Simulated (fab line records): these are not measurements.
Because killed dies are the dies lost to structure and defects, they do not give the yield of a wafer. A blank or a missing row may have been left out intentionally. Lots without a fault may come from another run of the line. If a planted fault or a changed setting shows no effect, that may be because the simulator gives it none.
fab line records	flow n5_finfet
[record] lots = 10	wafers = 26	last_day = 18
route steps=1938 shown BEOL_M4@1111 BEOL_M15@1808 MIM_BOT_LITHO@1863 MIM_BOT_ETCH@1869 TV_LITHO@1883 PASSIVATION@1936
lots with no fault: from the same line, run without faults
start_h: hours from the record's opening day to when the first of the lot's shown wafers began	wait_h: hours elapsed since this lot's preceding step	" identical to the entry in the row above	L1.1+2: several wafers, shown together as one row	- no value, or no start given	* or withheld: withheld	< > ~ a bound
route shown NAME@n: NAME is a module with steps in the file, n the number in the route of the first one	usual: average and standard deviation across the fault-free wafers	same: alike in all rows	chamber/n: place in a boat	sites: the reading at each site	_std_site: standard deviation across them	_edge_site: mean of outer sites minus mean of inner sites	radius_mm: how far each site lies from the wafer's centre	mask NAME#n: copy n	behind: tool/chamber where the wafer was last shaped	hold: cause of the lot's hold/its duration in hours/its outcome	device: the transistor (n, p or np) that didn't switch	end of line: the route-end tests of the same wafers	a step without rows: its recipe alone	killed: dies that structure and defects cost at the first sort, which is not the same as the wafer's yield	map: a wafer's dies, marking killed ones x, the rest . and places with no die _
set.NAME: setting as actually run; set.NAME@STEP: the setting as run at that earlier step	model.NAME: the simulator's own value behind a step, which no gauge read
steps of the route over a sample of lots; a table a step, a row a wafer
services: the hour from which a tool's chamber was out of use, counted from the record's first day as start_h (under 0 if before that day), plus the number of hours and why
[[steps]]
[step N5_BEOL_M4_RC_MEAS_101]
[usual] DIBL_N = 35.3/2.5	DIBL_P = 35/3.3	IOFF_N = 0.15/0.049	IOFF_P = 0.20/0.056	ION_N = 673/16	ION_P = 462/10	SS_N = 71.2/0.85	SS_P = 73.0/0.97	VT_N = 252/4.9	VT_P = -251/5
lot.wafer	tool	chamber	start_h	wait_h	DIBL_N[mV/V]	DIBL_P[mV/V]	IOFF_N[nA/um]	IOFF_P[nA/um]	ION_N[uA/um]	ION_P[uA/um]	SS_N[mV/dec]	SS_P[mV/dec]	VT_N[mV]	VT_P[mV]
L788.2	prober-02	0	180.63	0.2	34.2	33	0.13	0.19	673	461	70.8	72.6	251	-249
L788.5	"	0	"	"	31.6	31	0.10	0.15	662	464	70.7	71.8	255	-252
L791.1	prober-01	0	197.92	0.0	38.6	41	0.24	0.30	708	481	72.3	75.0	242	-244
L791.6	"	0	"	"	39.0	41	0.24	0.32	709	490	73.0	75.2	245	-243
L793.1	prober-02	0	198.92	0.0	35.2	35	0.13	0.17	662	449	71.6	72.9	250	-253
L793.3	"	0	"	"	32.3	32	0.09	0.13	655	454	70.1	73.1	256	-257
L797.2	prober-01	0	237.24	0.2	37.3	39	0.18	0.25	673	466	71.5	73.4	248	-247
L797.3	"	0	"	"	33.5	33	0.12	0.18	675	464	70.2	72.0	253	-251
L797.4	"	0	"	"	33.3	32	0.11	0.16	660	465	70.5	72.0	255	-251
L804.1	prober-02	0	273.40	0.0	37.0	39	0.18	0.28	683	471	71.1	73.8	246	-245
L804.2	"	0	"	"	36.2	36	0.16	0.22	672	460	71.4	73.6	246	-247
L804.3	"	0	"	"	36.2	36	0.15	0.21	682	465	70.8	73.3	246	-248
L805.1	prober-01	0	287.75	0.4	32.1	33	0.11	0.16	663	462	70.3	71.7	254	-254
L805.6	"	0	"	"	31.2	32	0.11	0.15	668	460	70.5	71.4	255	-253
L806.1	prober-01	0	292.35	0.0	34.7	35	0.12	0.18	676	471	70.4	72.4	255	-254
L806.4	"	0	"	"	35.7	36	0.15	0.20	675	468	71.0	72.7	252	-253
L806.6	"	0	"	"	31.3	31	0.09	0.13	652	453	69.6	72.6	257	-257
L810.1	prober-02	0	297.30	0.0	30.2	29	0.08	0.11	665	457	70.0	72.5	259	-258
L810.2	"	0	"	"	31.0	30	0.09	0.11	646	447	70.0	72.4	257	-257
L810.6	"	0	"	"	31.3	30	0.09	0.12	648	442	69.9	72.0	259	-259
L809.1	prober-02	0	312.37	0.0	31.1	28	0.07	0.10	644	447	69.2	71.7	262	-261
L809.2	"	0	"	"	34.4	30	0.10	0.12	640	434	70.3	71.8	260	-260
L809.5	"	0	"	"	34.5	32	0.11	0.13	672	461	70.5	72.5	254	-258
L811.1	prober-02	0	318.45	0.0	32.9	31	0.09	0.13	648	451	71.3	72.7	257	-261
L811.3	"	0	"	"	37.2	36	0.14	0.18	654	448	71.5	73.9	253	-254
L811.5	"	0	"	"	37.3	35	0.14	0.17	656	445	72.3	73.9	256	-256
[step N5_BEOL_M15_ETCH_61]
[recipe] chemistry = N2/H2	target = BARC	target_depth_a = 890	overetch_a = 267	time_s = 67.9	ion_energy_ev = 200	pressure_mtorr = 30	source_w = 840	bias_w = 150	n2_flow_sccm = 200	h2_flow_sccm = 200
[usual] drypump_motor_current_A = 5.6/0.42	oes_product_au = 0.66/0.072	rf_vpp_V = 523.1/2.3	showerhead_plenum_p_Torr = 2.52/0.085	throttle_valve_pct = 17.99/0.26
lot.wafer	tool	chamber	start_h	wait_h	drypump_motor_current_A	oes_product_au	rf_hours_counter_h	rf_vpp_V	showerhead_plenum_p_Torr	throttle_valve_pct
L788.2	rie_diel-03	3	270.87	0.0	5.2	0.63	180	519.5	2.42	18.03
L788.5	"	1	"	"	5.1	0.82	-	523.1	2.51	18.06
L793.1	rie_diel-03	0	283.34	0.0	5.4	0.61	224	526.1	2.64	18.34
L793.3	"	3	"	"	5.2	0.63	185	520.9	2.42	18.04
L791.1	rie_diel-02	3	283.44	0.0	5.4	0.68	105	526.2	2.54	17.59
L791.6	"	0	"	"	5.6	0.75	-	524.2	2.61	17.57
L797.2	rie_diel-03	0	319.94	0.0	5.4	0.59	235	525.5	2.64	18.36
L797.3	"	1	"	"	5.1	0.78	17	522.8	2.50	18.10
L797.4	"	3	"	"	5.2	0.62	-	520.6	2.41	18.05
L804.1	rie_diel-01	1	356.89	0.0	5.3	0.62	210	519.4	2.41	18.23
L804.2	"	2	"	"	6.1	0.60	213	525.0	2.62	17.74
L804.3	"	0	"	"	6.4	0.60	231	523.7	2.49	17.69
L805.1	rie_diel-01	3	370.97	0.0	6.1	0.82	4	528.3	2.71	18.08
L805.6	"	3	"	"	6.1	0.82	-	526.8	2.71	18.06
L806.1	rie_diel-02	3	374.95	0.0	5.4	0.66	131	524.7	2.53	17.65
L806.4	"	2	"	"	5.9	0.61	191	522.9	2.52	17.98
L806.6	"	2	"	"	5.9	0.61	-	522.4	2.52	17.97
L810.1	rie_diel-02	1	388.06	0.0	5.6	0.63	204	518.8	2.41	18.20
L810.2	"	2	"	"	5.9	0.61	195	524.3	2.52	17.98
L810.6	"	2	"	"	5.9	0.62	-	522.5	2.52	17.98
L809.1	rie_diel-01	2	403.26	0.0	6.1	0.59	231	527.0	2.62	17.76
L809.2	"	1	"	"	5.3	0.60	228	518.4	2.41	18.27
L809.5	"	1	"	"	5.3	0.60	-	518.5	2.41	18.27
L811.1	rie_diel-03	0	409.35	0.0	5.4	0.81	8	526.3	2.63	17.98
L811.3	"	1	"	"	5.1	0.74	47	522.0	2.49	18.15
L811.5	"	2	"	"	5.9	0.73	-	522.6	2.45	18.09
[step N5_MIM_BOT_LITHO_OVL_MEAS_11]
[recipe] points_per_wafer = 44
[usual] MIM_BOT_OVL = -2/5.1
lot.wafer	tool	chamber	start_h	wait_h	MIM_BOT_OVL[nm]
L788.2	overlay-01	0	279.95	0.0	-11
L788.5	"	0	"	"	-1
L793.1	overlay-01	0	290.59	0.0	-7
L793.3	"	0	"	"	-10
L791.1	overlay-01	0	295.05	0.0	-4
L791.6	"	0	"	"	-7
L797.2	overlay-01	0	331.14	0.0	-3
L797.3	"	0	"	"	-5
L797.4	"	0	"	"	-6
L804.1	overlay-01	0	367.22	0.0	1
L804.2	"	0	"	"	5
L804.3	"	0	"	"	0
L805.1	overlay-02	0	378.67	0.0	1
L805.6	"	0	"	"	-7
L806.1	overlay-02	0	385.73	0.0	-15
L806.4	"	0	"	"	-5
L806.6	"	0	"	"	-10
L810.1	overlay-02	0	396.46	0.0	9
L810.2	"	0	"	"	7
L810.6	"	0	"	"	1
L809.1	overlay-02	0	410.39	0.0	-8
L809.2	"	0	"	"	-4
L809.5	"	0	"	"	-2
L811.1	overlay-02	0	420.53	0.0	-6
L811.3	"	0	"	"	-8
L811.5	"	0	"	"	-2
[step N5_MIM_BOT_ETCH_STRIP_01]
[recipe] chemistry = O2	power_w = 600	temp_c = 60	pressure_mtorr = 30	rf_frequency_hz = 6e+07	bias_power_w = 0	overash_fraction = 0.5	o2_flow_sccm = 225
[usual] drypump_motor_current_A = 5.9/0.48	oes_product_au = 0.81/0.08	rf_vpp_V = 3.5/1.3	showerhead_plenum_p_Torr = 2.13/0.062	throttle_valve_pct = 16.6/0.35
lot.wafer	tool	chamber	start_h	wait_h	drypump_motor_current_A	oes_product_au	rf_hours_counter_h	rf_vpp_V	showerhead_plenum_p_Torr	throttle_valve_pct
L788.2	rie_diel-04	0	280.39	0.1	4.9	0.82	82	1.6	2.07	17.1
L788.5	"	2	"	"	6.3	0.79	-	4.6	2.22	16.9
L793.1	rie_diel-04	0	291.03	0.1	5.0	0.80	86	3.0	2.07	17.1
L793.3	"	1	"	"	5.8	0.97	11	2.4	2.13	16.1
L791.1	rie_diel-06	1	295.51	0.1	6.4	0.80	91	4.4	2.19	16.5
L791.6	"	0	"	"	6.3	0.71	-	3.6	2.17	17.1
L797.2	rie_diel-04	0	331.58	0.1	4.9	0.81	99	1.9	2.06	17.1
L797.3	"	2	"	"	6.3	0.77	145	3.8	2.21	16.9
L797.4	"	1	"	"	5.8	0.92	28	2.6	2.12	16.2
L804.1	rie_diel-06	2	367.66	0.1	5.9	0.85	66	4.5	2.02	16.3
L804.2	"	1	"	"	6.5	0.76	120	5.5	2.18	16.6
L804.3	"	3	"	"	5.0	0.70	245	3.2	2.13	16.7
L805.1	rie_diel-06	0	379.67	0.1	6.3	0.95	3	4.2	2.16	16.6
L805.6	"	0	"	"	6.3	0.99	-	4.9	2.16	16.6
L806.1	rie_diel-06	2	386.17	0.1	5.9	0.85	74	2.8	2.02	16.4
L806.4	"	0	"	"	6.3	0.94	-	3.1	2.16	16.6
L806.6	"	2	"	"	5.9	0.84	-	3.0	2.02	16.4
L810.1	rie_diel-05	2	396.91	0.1	5.5	0.75	155	4.9	2.00	16.4
L810.2	"	3	"	"	5.8	0.89	29	2.1	2.14	16.2
L810.6	"	2	"	"	5.4	0.75	-	3.2	2.00	16.5
L809.1	rie_diel-04	3	410.83	0.1	6.3	0.74	154	5.5	2.11	16.6
L809.2	"	0	"	"	5.0	0.76	122	4.7	2.05	17.2
L809.5	"	1	"	"	5.8	0.87	-	2.5	2.11	16.2
L811.1	rie_diel-06	0	421.04	0.1	6.3	0.91	23	4.7	2.15	16.6
L811.3	"	1	"	"	6.5	0.73	144	3.8	2.17	16.6
L811.5	"	0	"	"	6.3	0.91	-	1.6	2.15	16.6
[step N5_PASSIVATION_CD_MEAS_10]
[recipe] target_cd_nm = 3000	landing_energy_ev = 500	detector = se_inlens
[usual] cd_nm = 3000.7/2.7
lot.wafer	tool	chamber	start_h	wait_h	cd_nm
L788.2	cd_sem-01	0	281.29	-	3000.8
L788.5	"	0	"	"	3000.7
L793.1	cd_sem-02	0	292.09	-	2995.2
L793.3	"	0	"	"	2999.0
L791.1	cd_sem-02	0	296.40	-	2998.2
L791.6	"	0	"	"	3002.6
L797.2	cd_sem-03	0	332.99	-	2999.9
L797.3	"	0	"	"	3002.0
L797.4	"	0	"	"	3001.8
L804.1	cd_sem-02	0	370.08	-	3003.4
L804.2	"	0	"	"	2995.3
L804.3	"	0	"	"	3000.7
L805.1	cd_sem-01	0	381.86	-	3000.8
L805.6	"	0	"	"	3002.0
L806.1	cd_sem-03	0	387.40	-	2996.5
L806.4	"	0	"	"	2997.3
L806.6	"	0	"	"	3000.6
L810.1	cd_sem-02	0	398.16	-	3000.5
L810.2	"	0	"	"	3002.6
L810.6	"	0	"	"	3002.0
L809.1	cd_sem-01	0	411.78	-	3000.9
L809.2	"	0	"	"	2998.6
L809.5	"	0	"	"	3000.3
L811.1	cd_sem-03	0	423.98	-	3007.6
L811.3	"	0	"	"	3004.4
L811.5	"	0	"	"	3004.5
[step N5_PASSIVATION_PROBE_49]
[usual] defect_limited_yield = 91.3/1.4	killed_at_M0_to_M3 = 33/9.9	killed_at_M4_up = 15/5.6	killed_at_contacts = 13/5.7	killed_at_front_end = 38/12	killed_at_other = 4/3.1	killed_dies = 103/17	killed_on_rim = 13/4	killed_open = 66/13	killed_short = 32/7.8	sort_bin_5_function = 5.1/0.95	sort_bin_6_memory = 3.2/0.68	sort_bin_8_speed = 0.02/0.22	sort_n_pass = 1077/17	sort_yield_pct = 91.3/1.5
[same] gross_dies = 1180	killed_at_back_side = 0	sort_bin_4_leakage[%] = 0
lot.wafer	tool	chamber	start_h	wait_h	defect_limited_yield[%]	killed_at_M0_to_M3	killed_at_M4_up	killed_at_contacts	killed_at_front_end	killed_at_other	killed_dies	killed_on_rim	killed_open	killed_short	sort_bin_5_function[%]	sort_bin_6_memory[%]	sort_bin_8_speed[%]	sort_n_pass	sort_yield_pct[%]
L788.2	prober-02	-	288.28	0.1	91.0	22	18	19	44	3	106	18	78	28	5.5	3.4	0	1074	91.0
L788.5	prober-02	-	288.43	0.2	92.7	25	13	10	38	0	86	8	54	23	4.6	1.9	0	1094	92.7
L793.1	prober-01	-	298.65	0.0	91.0	33	20	12	39	2	106	15	70	33	5.0	3.6	0	1074	91.0
L793.3	prober-01	-	298.75	0.1	92.8	21	17	12	31	4	85	14	50	31	3.6	3.2	0	1095	92.8
L791.1	prober-01	-	302.87	0.0	92.6	23	21	10	28	5	87	10	51	32	5.0	1.9	0	1093	92.6
L791.6	prober-01	-	303.12	0.3	90.2	32	32	9	38	5	116	18	71	42	5.8	3.6	0	1064	90.2
L797.2	prober-01	-	340.37	0.1	76.4	37	204	10	27	0	278	89	59	26	20.8	2.8	0	902	76.4
L797.3	prober-01	-	340.42	0.1	90.4	47	16	12	32	6	113	7	61	48	5.0	3.9	0	1067	90.4
L797.4	prober-01	-	340.47	0.2	90.1	46	17	14	40	0	117	15	68	41	5.8	3.7	0	1063	90.1
L804.1	prober-01	-	379.81	0.0	89.0	48	25	5	48	4	130	18	88	33	5.0	5.1	0	1050	89.0
L804.2	prober-01	-	379.86	0.1	90.9	33	17	5	50	2	107	16	70	35	5.7	3.2	0	1073	90.9
L804.3	prober-01	-	379.91	0.1	91.3	28	18	9	47	1	103	11	68	29	4.8	3.6	0	1077	91.3
L805.1	prober-01	-	389.04	0.0	89.2	41	30	13	37	7	128	14	89	31	6.5	3.6	0	1052	89.2
L805.6	prober-01	-	389.29	0.3	91.2	34	19	7	31	13	104	12	58	34	5.8	2.7	0	1076	91.2
L806.1	prober-01	-	396.70	0.0	91.0	36	10	12	43	5	106	15	65	37	5.1	3.4	0	1074	91.0
L806.4	prober-01	-	396.85	0.2	91.8	24	14	13	37	9	97	9	59	37	4.3	3.4	0	1083	91.8
L806.6	prober-01	-	396.95	0.3	92.2	23	13	12	36	8	92	10	59	29	4.2	3.2	0	1088	92.2
L810.1	prober-02	-	406.15	0.0	92.5	32	9	12	33	2	88	12	50	37	4.7	2.3	0	1092	92.5
L810.2	prober-02	-	406.20	0.1	91.9	29	12	5	49	0	95	10	52	36	4.4	2.9	0	1085	91.9
L810.6	prober-02	-	406.40	0.3	93.3	42	5	10	20	2	79	12	47	29	3.6	2.8	0	1101	93.3
L809.1	prober-01	-	419.00	0.0	89.9	38	18	14	41	8	119	16	85	32	5.7	4.2	0.08	1060	89.8
L809.2	prober-01	-	419.05	0.1	92.4	19	8	8	46	9	90	16	57	27	4.7	2.8	2.63	1059	89.7
L809.5	prober-01	-	419.20	0.2	93.6	19	8	8	34	6	75	11	56	18	3.4	2.9	0	1105	93.6
L811.1	prober-02	-	432.52	0.0	93.1	15	18	10	38	0	81	9	52	22	4.7	1.9	0	1099	93.1
L811.3	prober-02	-	432.62	0.1	91.5	38	15	7	37	3	100	11	61	34	5.3	2.9	0	1080	91.5
L811.5	prober-02	-	432.72	0.2	90.1	26	17	18	53	3	117	15	67	44	6.0	3.7	0	1063	90.1
// killed by level:class
L788.2 FIN_SAQP:geometric_particle:open=15 MOL_CONTACT_COAG:geometric_particle:open=14 BEOL_M4:geometric_particle:open=10 FIN_SAQP:geometric_particle:short=8 BEOL_M0_SAQP:geometric_particle:open=8 BEOL_M5:geometric_particle:open=6 STI_FIN_REVEAL:geometric_particle:open=5 GATE_CUT:geometric_particle:short=5
L788.5 BEOL_M0_SAQP:geometric_particle:open=8 STI_FIN_REVEAL:geometric_particle:open=8 MOL_CONTACT_COAG:geometric_particle:open=8 HKMG_FIN:area_etch=7 FIN_SAQP:geometric_particle:open=5 ILD0:geometric_particle:short=4 BEOL_M0_SAQP:geometric_particle:short=4 BEOL_M0:geometric_particle:open=4
L793.1 STI_FIN_REVEAL:geometric_particle:open=12 MOL_CONTACT_COAG:geometric_particle:open=11 BEOL_M0:geometric_particle:open=8 BEOL_M2:geometric_particle:open=7 FIN_SAQP:geometric_particle:open=6 BEOL_M0:geometric_particle:short=5 FIN_SAQP:geometric_particle:short=4 GATE_CUT:geometric_particle:short=4
L793.3 MOL_CONTACT_COAG:geometric_particle:open=9 FIN_SAQP:geometric_particle:open=6 DUMMY_GATE:geometric_particle:open=6 FIN_SAQP:geometric_particle:short=5 STARTING-WAFER:geometric_particle:short=5 GATE_CUT:geometric_particle:short=3 MOL_CONTACT_COAG:geometric_particle:short=3 BEOL_M0_SAQP:geometric_particle:short=3
L791.1 FIN_SAQP:geometric_particle:short=9 MOL_CONTACT_COAG:geometric_particle:open=7 BEOL_M0_SAQP:geometric_particle:short=6 BEOL_M1:geometric_particle:open=6 BEOL_M4:geometric_particle:short=6 BEOL_M4:geometric_particle:open=6 DUMMY_GATE:geometric_particle:open=5 BEOL_M0_SAQP:geometric_particle:open=5
L791.6 BEOL_M4:geometric_particle:open=14 FIN_SAQP:geometric_particle:short=10 FIN_SAQP:geometric_particle:open=9 BEOL_M1:geometric_particle:open=8 BEOL_M4:geometric_particle:short=8 BEOL_M0_SAQP:geometric_particle:open=7 BEOL_M0_SAQP:geometric_particle:short=7 MOL_CONTACT_COAG:geometric_particle:open=6
L797.2 BEOL_M15:area_etch=193 MOL_CONTACT_COAG:geometric_particle:open=9 BEOL_M2:geometric_particle:open=8 BEOL_M0:geometric_particle:open=7 BEOL_M4:geometric_particle:open=7 STI_FIN_REVEAL:geometric_particle:open=6 FIN_SAQP:geometric_particle:short=5 BEOL_M0:geometric_particle:short=5
L797.3 BEOL_M3:geometric_particle:open=10 FIN_SAQP:geometric_particle:short=9 MOL_CONTACT_COAG:geometric_particle:open=8 BEOL_M2:geometric_particle:open=8 BEOL_M0_SAQP:geometric_particle:short=7 BEOL_M2:geometric_particle:short=7 STI_FIN_REVEAL:geometric_particle:open=6 DUMMY_GATE:geometric_particle:open=5
L797.4 FIN_SAQP:geometric_particle:short=19 BEOL_M0_SAQP:geometric_particle:open=11 BEOL_M4:geometric_particle:open=10 BEOL_M0_SAQP:geometric_particle:short=9 FIN_SAQP:geometric_particle:open=8 MOL_CONTACT_COAG:geometric_particle:open=8 BEOL_M2:geometric_particle:open=6 BEOL_M3:geometric_particle:open=6
L804.1 BEOL_M2:geometric_particle:open=15 BEOL_M4:geometric_particle:open=11 STI_FIN_REVEAL:geometric_particle:open=10 BEOL_M0:geometric_particle:open=10 BEOL_M0_SAQP:geometric_particle:open=8 HKMG_FIN:area_etch=8 FIN_SAQP:geometric_particle:short=7 BEOL_M5:geometric_particle:open=6
L804.2 STI_FIN_REVEAL:geometric_particle:open=21 BEOL_M4:geometric_particle:open=10 DUMMY_GATE:geometric_particle:open=9 BEOL_M1:geometric_particle:short=6 BEOL_M1:geometric_particle:open=6 BEOL_M2:geometric_particle:open=6 STARTING-WAFER:geometric_particle:short=6 BEOL_M0_SAQP:geometric_particle:short=4
L804.3 BEOL_M2:geometric_particle:open=17 STI_FIN_REVEAL:geometric_particle:open=9 GATE_CUT:geometric_particle:open=7 MOL_CONTACT_COAG:geometric_particle:open=7 BEOL_M4:geometric_particle:open=7 GATE_CUT:geometric_particle:short=5 FIN_SAQP:geometric_particle:short=4 DUMMY_GATE:geometric_particle:short=4
L805.1 BEOL_M4:geometric_particle:open=20 MOL_CONTACT_COAG:geometric_particle:open=12 STI_FIN_REVEAL:geometric_particle:open=11 BEOL_M0_SAQP:geometric_particle:short=9 BEOL_M0_SAQP:geometric_particle:open=8 BEOL_M3:geometric_particle:open=8 HKMG_FIN:area_etch=5 FIN_SAQP:geometric_particle:open=4
L805.6 BEOL_M4:geometric_particle:open=12 PASSIVATION:area_etch=9 BEOL_M0_SAQP:geometric_particle:open=8 FIN_SAQP:geometric_particle:open=6 BEOL_M3:geometric_particle:open=6 MOL_CONTACT_COAG:geometric_particle:open=5 STI_FIN_REVEAL:geometric_particle:open=4 BEOL_M0_SAQP:geometric_particle:short=4
L806.1 STI_FIN_REVEAL:geometric_particle:open=11 MOL_CONTACT_COAG:geometric_particle:open=10 FIN_SAQP:geometric_particle:short=8 BEOL_M2:geometric_particle:open=8 BEOL_M3:geometric_particle:open=6 BEOL_M0_SAQP:geometric_particle:open=5 GATE_CUT:geometric_particle:short=5 BEOL_M1:geometric_particle:open=5
L806.4 MOL_CONTACT_COAG:geometric_particle:open=12 BEOL_M3:geometric_particle:open=8 FIN_SAQP:geometric_particle:short=6 BEOL_M0_SAQP:geometric_particle:short=6 FIN_SAQP:geometric_particle:open=5 STI_FIN_REVEAL:geometric_particle:open=4 DUMMY_GATE:geometric_particle:open=4 GATE_CUT:geometric_particle:short=4
L806.6 FIN_SAQP:geometric_particle:open=11 MOL_CONTACT_COAG:geometric_particle:open=9 STI_FIN_REVEAL:geometric_particle:open=5 BEOL_M0_SAQP:geometric_particle:short=5 BEOL_M4:geometric_particle:open=5 FIN_SAQP:geometric_particle:short=4 BEOL_M0_SAQP:geometric_particle:open=4 PAD_METAL:geometric_particle:open=4
L810.1 FIN_SAQP:geometric_particle:short=9 BEOL_M2:geometric_particle:open=9 MOL_CONTACT_COAG:geometric_particle:open=8 GATE_CUT:geometric_particle:short=7 BEOL_M0_SAQP:geometric_particle:short=6 BEOL_M3:geometric_particle:open=5 STI_FIN_REVEAL:geometric_particle:open=4 MOL_CONTACT_COAG:geometric_particle:short=4
L810.2 FIN_SAQP:geometric_particle:short=15 FIN_SAQP:geometric_particle:open=10 BEOL_M0_SAQP:geometric_particle:short=8 BEOL_M3:geometric_particle:open=8 STI_FIN_REVEAL:geometric_particle:open=6 BEOL_M0_SAQP:geometric_particle:open=5 BEOL_M4:geometric_particle:open=5 MOL_CONTACT_COAG:geometric_particle:open=4
L810.6 BEOL_M0_SAQP:geometric_particle:short=13 MOL_CONTACT_COAG:geometric_particle:open=9 BEOL_M3:geometric_particle:open=8 BEOL_M0_SAQP:geometric_particle:open=8 BEOL_M1:geometric_particle:open=5 FIN_SAQP:geometric_particle:open=3 GATE_CUT:geometric_particle:short=3 BEOL_M2:geometric_particle:open=3
L809.1 STI_FIN_REVEAL:geometric_particle:open=13 BEOL_M3:geometric_particle:open=12 MOL_CONTACT_COAG:geometric_particle:open=10 BEOL_M2:geometric_particle:open=9 BEOL_M3:geometric_particle:short=6 BEOL_M4:geometric_particle:open=6 DUMMY_GATE:geometric_particle:open=5 BEOL_M0_SAQP:geometric_particle:open=5
L809.2 STI_FIN_REVEAL:geometric_particle:open=13 FIN_SAQP:geometric_particle:open=7 MOL_CONTACT_COAG:geometric_particle:open=7 GATE_CUT:geometric_particle:short=4 BEOL_M2:geometric_particle:open=4 FIN_SAQP:geometric_particle:short=3 BEOL_M4:geometric_particle:open=3 ILD0:geometric_particle:short=3
L809.5 STI_FIN_REVEAL:geometric_particle:open=14 MOL_CONTACT_COAG:geometric_particle:open=7 FIN_SAQP:geometric_particle:open=4 DUMMY_GATE:geometric_particle:open=4 BEOL_M0_SAQP:geometric_particle:open=4 BEOL_M1:geometric_particle:open=4 BEOL_M3:geometric_particle:open=3 BEOL_M4:geometric_particle:open=3
L811.1 FIN_SAQP:geometric_particle:open=12 BEOL_M0_SAQP:geometric_particle:open=7 BEOL_M4:geometric_particle:open=7 MOL_CONTACT_COAG:geometric_particle:open=6 BEOL_M5:geometric_particle:open=6 FIN_SAQP:geometric_particle:short=5 STI_FIN_REVEAL:geometric_particle:open=5 DUMMY_GATE:geometric_particle:open=5
L811.3 BEOL_M0_SAQP:geometric_particle:open=12 BEOL_M0_SAQP:geometric_particle:short=9 FIN_SAQP:geometric_particle:short=8 STI_FIN_REVEAL:geometric_particle:open=7 MOL_CONTACT_COAG:geometric_particle:open=7 DUMMY_GATE:geometric_particle:open=6 BEOL_M1:geometric_particle:open=6 FIN_SAQP:geometric_particle:open=5
L811.5 FIN_SAQP:geometric_particle:open=15 FIN_SAQP:geometric_particle:short=11 MOL_CONTACT_COAG:geometric_particle:open=10 STI_FIN_REVEAL:geometric_particle:open=8 BEOL_M0:geometric_particle:open=8 MOL_CONTACT_COAG:geometric_particle:short=7 BEOL_M4:geometric_particle:short=6 STARTING-WAFER:geometric_particle:short=6
[[services]]
tool	chamber	start_h	hours	kind
rie_diel-06	0	268.22	15.3	repair
rie_diel-02	1	285.26	2.9	repair
rie_diel-06	2	293.88	4.3	repair
rie_diel-05	2	297.03	9.6	repair
rie_diel-06	2	304.45	10.4	repair
rie_diel-02	2	311.15	15.1	repair
rie_diel-03	2	315.58	9.5	repair
rie_diel-06	0	336.64	-	clean
rie_diel-06	0	336.64	-	consumable_replace:focus_ring
rie_diel-06	0	336.64	35.3	scheduled_down
rie_diel-06	0	336.64	35.3	vent_cycle
rie_diel-01	-	347.50	0.1	repair
rie_diel-02	-	355.65	15.6	pm
rie_diel-03	0	365.55	-	clean
rie_diel-03	0	365.55	-	consumable_replace:focus_ring
rie_diel-03	0	365.55	18.1	scheduled_down
rie_diel-03	0	365.55	18.1	vent_cycle
rie_diel-05	3	369.28	14.3	repair
rie_diel-04	-	377.54	14.6	pm
rie_diel-06	3	380.27	-	clean
rie_diel-06	3	380.27	-	consumable_replace:focus_ring
rie_diel-06	3	380.27	17.9	scheduled_down
rie_diel-06	3	380.27	17.9	vent_cycle
rie_diel-02	-	410.46	2.8	pm
[[key]]
[first_sign] step = N5_PASSIVATION_PROBE_49	reading = killed_at_M4_up	direction = up	sigmas = 34	usual = 15	struck = 204
[effect] step = N5_PASSIVATION_PROBE_49	reading = sort_bin_5_function	direction = up	sigmas = 17	usual = 5.1	struck = 20.8
[more_kills_born_at] N5_BEOL_M15_ETCH_61@rie_diel-03 = 193
met_at N5_BEOL_M15_ETCH_61
struck_lots L797
struck_wafers L797.2
not_acting_at N5_MIM_BOT_LITHO_OVL_MEAS_11,N5_MIM_BOT_ETCH_STRIP_01,N5_PASSIVATION_CD_MEAS_10
onset_between 283.34 319.94
[fault] kind = process_parameter_drift	tool = rie_diel-03	chamber = -	onset_h = 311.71	steps = N5_BEOL_M15_ETCH_61	channel = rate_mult	offset = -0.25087	shape = step	end_h = 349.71	scope = struck_wafers_only
